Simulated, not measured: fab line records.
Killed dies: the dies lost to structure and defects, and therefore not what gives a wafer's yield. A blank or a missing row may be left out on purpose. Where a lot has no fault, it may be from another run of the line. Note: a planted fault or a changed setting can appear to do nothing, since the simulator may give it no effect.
Split-lot study | flow n5 finfet | 39 wafers read across 7 lots, on a route 1938 steps long

== THE SPLIT ==
At N5_FIN_SAQP_ETCH_65 (etches SiO2 in CF4, target depth 4 nm, time 4.4 s), the setting time s was moved away from the recipe's 4.4 s on 15 of the 39 wafers read, by -39.7% to +58.5%. For the rest of the wafers, this setting stayed at what the recipe calls for.

The reading comes from the split's own step.

== THE READING ==
etch.depth nm (the simulator's own value, which no gauge read), in nm, at N5_FIN_SAQP_ETCH_65 (etches SiO2 in CF4, target depth 4 nm, time 4.4 s). The file gives no usual value for it. Here, 24 wafers ran the recipe; their average is 4.033 nm with a standard deviation of 0.096 nm.

wafer  | tool, chamber at the split | time s as run, s | against the recipe | etch.depth nm, nm | against lot-mates on the recipe
L082.1 | rie si-01, 3               | 4.4              | recipe             | 4.017             | -
L082.2 | rie si-01, 1               | 2.653            | -39.7%             | 2.434             | -1.592
L082.3 | rie si-01, 0               | 2.653            | -39.7%             | 2.449             | -1.577
L082.4 | rie si-01, 3               | 4.4              | recipe             | 3.992             | -
L082.5 | rie si-01, 1               | 4.4              | recipe             | 4.069             | -
L082.6 | rie si-01, 0               | 2.653            | -39.7%             | 2.461             | -1.565
L085.1 | rie si-04, 1               | 5.98             | +35.9%             | 5.541             | +1.511
L085.2 | rie si-04, 2               | 4.4              | recipe             | 3.983             | -
L085.3 | rie si-04, 3               | 5.98             | +35.9%             | 5.618             | +1.588
L085.4 | rie si-04, 0               | 5.98             | +35.9%             | 5.51              | +1.480
L085.5 | rie si-04, 3               | 4.4              | recipe             | 4.119             | -
L085.6 | rie si-04, 2               | 4.4              | recipe             | 3.988             | -
L089.1 | rie si-02, 3               | 5.312            | +20.7%             | 4.612             | +0.571
L089.2 | rie si-02, 2               | 4.4              | recipe             | 3.866             | -
L089.3 | rie si-02, 1               | 4.4              | recipe             | 4.17              | -
L089.4 | rie si-02, 0               | 5.312            | +20.7%             | 4.895             | +0.854
L089.5 | rie si-02, 0               | 4.4              | recipe             | 4.087             | -
L089.6 | rie si-02, 1               | 5.312            | +20.7%             | 5.035             | +0.994
L090.1 | rie si-02, 2,3             | 6.976            | +58.5%             | 6.094             | +1.970
L090.6 | rie si-02, 2,3             | 6.976            | +58.5%             | 6.094             | +1.970
L090.2 | rie si-02, 0               | 4.4              | recipe             | 4.098             | -
L090.3 | rie si-02, 3               | 6.976            | +58.5%             | 6.051             | +1.927
L090.4 | rie si-02, 1               | 4.4              | recipe             | 4.167             | -
L090.5 | rie si-02, 0               | 4.4              | recipe             | 4.107             | -
L091.1 | rie si-02, 0               | 4.4              | recipe             | 4.118             | -
L091.2 | rie si-02, 1               | 4.4              | recipe             | 4.185             | -
L091.3 | rie si-02, 2               | 4.4              | recipe             | 3.901             | -
L091.4 | rie si-02, 3               | 4.4              | recipe             | 3.867             | -
L091.5 | rie si-02, 1               | 4.4              | recipe             | 4.164             | -
L091.6 | rie si-02, 2               | 4.4              | recipe             | 3.872             | -
L093.2 | rie si-01, 1               | 4.4              | recipe             | 4.054             | -
L093.3 | rie si-01, 3               | 4.4              | recipe             | 4.011             | -
L093.6 | rie si-01, 2               | 4.4              | recipe             | 3.967             | -
L094.1 | rie si-01, 0               | 6.771            | +53.9%             | 6.274             | +2.275
L094.2 | rie si-01, 2               | 4.4              | recipe             | 3.968             | -
L094.3 | rie si-01, 3               | 6.771            | +53.9%             | 6.215             | +2.216
L094.4 | rie si-01, 1               | 4.4              | recipe             | 4.016             | -
L094.5 | rie si-01, 3               | 4.4              | recipe             | 4.014             | -
L094.6 | rie si-01, 0               | 6.771            | +53.9%             | 6.273             | +2.274
Where a row lists several chambers, the file gives one row for several wafers and doesn't say which wafer went through which chamber.

THE FIT
A straight line over all 39 wafers: etch.depth nm changes by +0.0389 nm for each +1% of time s; r = +0.99; the points scatter about the line by 0.13 nm.
The same after taking each lot's own level away (the mean of its wafers on the recipe; 39 wafers): +0.0385 nm for each +1%; r = +0.99; scatter 0.14 nm.
That fit puts the effect of the largest move of time s on the reading at 2.3 nm.
The lots' own levels span 3.9993 to 4.1240 nm, that is 1.3 times the standard deviation above.
Hence the lot-to-lot level has little effect on the slope; both slopes agree.
Check: +2.29 nm against its lot-mates is what the line predicts for one of the wafers moved furthest among these (+58.5%) when that wafer is left out of the fit. It came out at +1.97 nm against them.

== THESE WAFERS: OTHER SPLITS ==
These wafers also went through other splits before the reading. Each is held against what the fit with the lots' levels taken away leaves over:
other split on the same wafers     | wafers away from the commonest value | r with etch.depth nm (lot level and that fit taken away)
N5_FIN_SAQP_HM_DEP_03 target thk a | 12                                   | +0.33

== FILE'S OWN FIT ==
etch.depth nm changes by +0.0384 nm for each +1% of time s, r = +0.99.
